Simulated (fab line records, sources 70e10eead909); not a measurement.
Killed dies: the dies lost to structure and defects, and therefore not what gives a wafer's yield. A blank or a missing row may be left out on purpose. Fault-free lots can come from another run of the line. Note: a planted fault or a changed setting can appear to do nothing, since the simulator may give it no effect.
Matching of chambers :: flow nand harc :: NHARC_A_M0_PRE_CLEAN_31 on pecvd-04: 3 sister chambers
The step time 12 s. 24 wafers are shown with their chamber, then 12 later ones without.

## WAFERS, EACH WITH ITS CHAMBER
wafer: L076.1
chamber: 0
heater power outer w (W): 302
heater power w (W): 561

wafer: L076.2
chamber: 1
heater power outer w (W): 384
heater power w (W): 618

wafer: L076.3
chamber: 2
heater power outer w (W): 328
heater power w (W): 549

wafer: L075.3
chamber: 2
heater power outer w (W): 356
heater power w (W): 574

wafer: L075.4
chamber: 1
heater power outer w (W): 357
heater power w (W): 584

wafer: L075.6
chamber: 0
heater power outer w (W): 308
heater power w (W): 568

wafer: L077.1
chamber: 1
heater power outer w (W): 320
heater power w (W): 530

wafer: L077.2
chamber: 0
heater power outer w (W): 350
heater power w (W): 634

wafer: L077.5
chamber: 2
heater power outer w (W): 334
heater power w (W): 546

wafer: L079.2
chamber: 1
heater power outer w (W): 384
heater power w (W): 612

wafer: L079.3
chamber: 2
heater power outer w (W): 370
heater power w (W): 618

wafer: L079.5
chamber: 0
heater power outer w (W): 349
heater power w (W): 622

wafer: L078.2
chamber: 0
heater power outer w (W): 306
heater power w (W): 578

wafer: L078.3
chamber: 1
heater power outer w (W): 317
heater power w (W): 546

wafer: L078.6
chamber: 1
heater power outer w (W): 316
heater power w (W): 540

wafer: L080.1
chamber: 2
heater power outer w (W): 325
heater power w (W): 548

wafer: L080.3
chamber: 1
heater power outer w (W): 357
heater power w (W): 592

wafer: L080.6
chamber: 1
heater power outer w (W): 342
heater power w (W): 577

wafer: L081.1
chamber: 1
heater power outer w (W): 377
heater power w (W): 622

wafer: L081.3
chamber: 2
heater power outer w (W): 304
heater power w (W): 509

wafer: L081.5
chamber: 0
heater power outer w (W): 296
heater power w (W): 547

wafer: L089.2
chamber: 1
heater power outer w (W): 360
heater power w (W): 587

wafer: L089.5
chamber: 0
heater power outer w (W): 298
heater power w (W): 554

wafer: L089.6
chamber: 1
heater power outer w (W): 366
heater power w (W): 609

SIGNATURES, as means of the wafers listed above
reading: heater power outer w
chamber 0: 315.57
chamber 1: 352.73
chamber 2: 336.17
scatter within a chamber: 24.6

reading: heater power w
chamber 0: 580.57
chamber 1: 583.36
chamber 2: 557.33
scatter within a chamber: 33.8
Rule: for each reading, subtract the chamber's mean from the wafer's reading, divide by that reading's scatter and square the result; add these up over the readings and take the root, which gives the wafer's distance from the chamber. If the next closest chamber is less than 2 further off than the closest, the wafer can't be placed; otherwise it belongs to the closest. The scatter: the root of (the sum of the squares of (reading less its chamber's mean) over the shown wafers, divided by (wafers less chambers)).

## WAFERS WITH NO CHAMBER GIVEN
wafer: L090.1
heater power outer w (W): 343
heater power w (W): 615

wafer: L090.4
heater power outer w (W): 329
heater power w (W): 523

wafer: L090.5
heater power outer w (W): 326
heater power w (W): 560

wafer: L096.2
heater power outer w (W): 351
heater power w (W): 603

wafer: L096.4
heater power outer w (W): 344
heater power w (W): 597

wafer: L096.5
heater power outer w (W): 297
heater power w (W): 498

wafer: L095.2
heater power outer w (W): 351
heater power w (W): 574

wafer: L095.4
heater power outer w (W): 355
heater power w (W): 604

wafer: L095.5
heater power outer w (W): 347
heater power w (W): 573

wafer: L097.1
heater power outer w (W): 293
heater power w (W): 483

wafer: L097.5
heater power outer w (W): 372
heater power w (W): 626

wafer: L097.6
heater power outer w (W): 351
heater power w (W): 651

## EACH ONE'S CHAMBER
wafer: L090.1
from the rows above: can't be placed: 1 or 0 or 2
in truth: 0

wafer: L090.4
from the rows above: can't be placed: 2 or 0 or 1
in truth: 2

wafer: L090.5
from the rows above: can't be placed: 2 or 0 or 1
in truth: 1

wafer: L096.2
from the rows above: can't be placed: 1 or 2 or 0
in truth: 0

wafer: L096.4
from the rows above: can't be placed: 1 or 2 or 0
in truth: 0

wafer: L096.5
from the rows above: can't be placed: 2 or 0 or 1
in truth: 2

wafer: L095.2
from the rows above: can't be placed: 1 or 2 or 0
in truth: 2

wafer: L095.4
from the rows above: can't be placed: 1 or 2 or 0
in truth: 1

wafer: L095.5
from the rows above: can't be placed: 1 or 2 or 0
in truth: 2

wafer: L097.1
from the rows above: can't be placed: 2 or 0 or 1
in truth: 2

wafer: L097.5
from the rows above: can't be placed: 1 or 2 or 0
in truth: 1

wafer: L097.6
from the rows above: can't be placed: 1 or 0 or 2
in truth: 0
Correct placement for 0 of the 12. Not placeable from these rows: 12 (in 12, the candidates include the true chamber). Wrongly placed: 0.
